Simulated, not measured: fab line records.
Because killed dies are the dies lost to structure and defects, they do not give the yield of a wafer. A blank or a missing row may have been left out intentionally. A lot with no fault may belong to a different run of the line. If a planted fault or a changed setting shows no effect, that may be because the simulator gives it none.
8D (eight disciplines) problem report, filled in by code ; flow n5Finfet ; the parts of the form that need people (team, actions taken, sign-off) are left out

1. WHAT WENT WRONG
Mean of thkNm at N5_SD_EPI_N_EPI_MEAS_23: 0.9 nm across 2 wafers in 2 lots; on wafers with no fault it is 59.0 nm (standard deviation 1.1). Measured from the usual mean, that is -53 standard deviations.
Earliest sighting: wafer L359.3 on filmMetro-02 at day 5 12:00. Wafers with a number at this step in the record: 40, from 14 lots. Rule for "out" (also "out of limits"): further than 4 standard deviations from the usual mean. Any other wafer with a number is counted as sound.

2. WHAT THIS IS AND IS NOT
question;is;is not
which readings at this step;thkNm;-
which lots;L359, L360;L351, L352, L353, L355, L363, L365, L366, L369, L370, L371, L372, L373
which wafers of those lots;L359.3, L360.1;L359.2, L360.2
read on which gauges;filmMetro-02;filmMetro-01
when;from day 5 12:00;"up to then (13 sound wafers); but 25 sound wafers of L360, L363, L365, L366, L369, L370, L371, L372, L373 came after"

3. SUSPECTS, AND WHAT RULES EACH OUT
Counting: if a tool at a process step up to the reading ran every lot that is out, it stays a suspect. Sound lots after the first of them don't rule it out here, since some wafers of a struck lot are sound.
- the gauge at N5_SD_EPI_N_EPI_MEAS_23 has been ruled out. All the wafers that are out were read on filmMetro-02, but those of them that N5_SD_EPI_N_ETCH_45 has rows for are out there too, on other tools.
- rieDiel-03 at N5_SD_EPI_N_ETCH_34 (etches SiARC in CF4, target depth 45.5 nm, time 75.8 s): kept. Ran every lot that is out, first one L359 (day 5 07:53); last sound lot up to then L352 (day 3 15:00).
- rieDiel-03 at N5_SD_EPI_N_ETCHBACK_44 (etches SiNx in CH3F/O2, stops on SiO2, target depth 14.5 nm): kept. Ran every lot that is out, first one L359 (day 5 08:16); last sound lot up to then L352 (day 3 15:23).
- rieDiel-03 at N5_SD_EPI_N_ETCH_45 (etches SiOCN in CH3F/O2, target depth 6 nm): kept. Ran every lot that is out, first one L359 (day 5 08:22); last sound lot up to then L352 (day 3 15:29). Out on those wafers are its own readings of oesProductAu.
Still standing after the count: rieDiel-03 at N5_SD_EPI_N_ETCH_34, rieDiel-03 at N5_SD_EPI_N_ETCHBACK_44, rieDiel-03 at N5_SD_EPI_N_ETCH_45.

4. THE CAUSE (what the simulator had put in)
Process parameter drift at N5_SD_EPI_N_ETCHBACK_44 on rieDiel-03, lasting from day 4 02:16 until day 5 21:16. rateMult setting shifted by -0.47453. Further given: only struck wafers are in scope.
Counting left 3 suspects, and this tool is among them.

5. THE CHAIN OF EFFECTS, in route order
One row per reading whose mean, taken over the struck wafers that have a number, lies over 3 standard deviations from the usual. Only readings for which the record gives a usual standard deviation are gone through. hours: the time from each lot's start at the first step in this table that gives one to its start at this step, as a median over the lots. sigmas: the change in usual standard deviations.
hours;step;reading;usual;on struck wafers;change;sigmas
0;N5_SD_EPI_N_ETCH_45;oesProductAu;0.76 a.u.;0.32;-0.45;-5.5
4;N5_SD_EPI_N_EPI_MEAS_23;thkNm;59.0 nm;0.9;-58.1;-53
It contains these process steps:
- N5_SD_EPI_N_ETCH_45: etches SiOCN in CH3F/O2, target depth 6 nm.

6. WHAT WOULD HAVE CAUGHT IT SOONER
Counted from the fault's start at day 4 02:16, it took 34 hours until the first out-of-limits reading at a measuring or inspecting step in this record, taken at day 5 12:00.
Tool readings at N5_SD_EPI_N_ETCHBACK_44 with a usual standard deviation given in the record: none out on any struck wafer, hence no alarm at a limit of 4 standard deviations on them.
Among the 2 lots that are out, L360 began N5_SD_EPI_N_ETCHBACK_44 on rieDiel-03 after day 5 12:00. Putting the tool on hold at that point would have spared it.
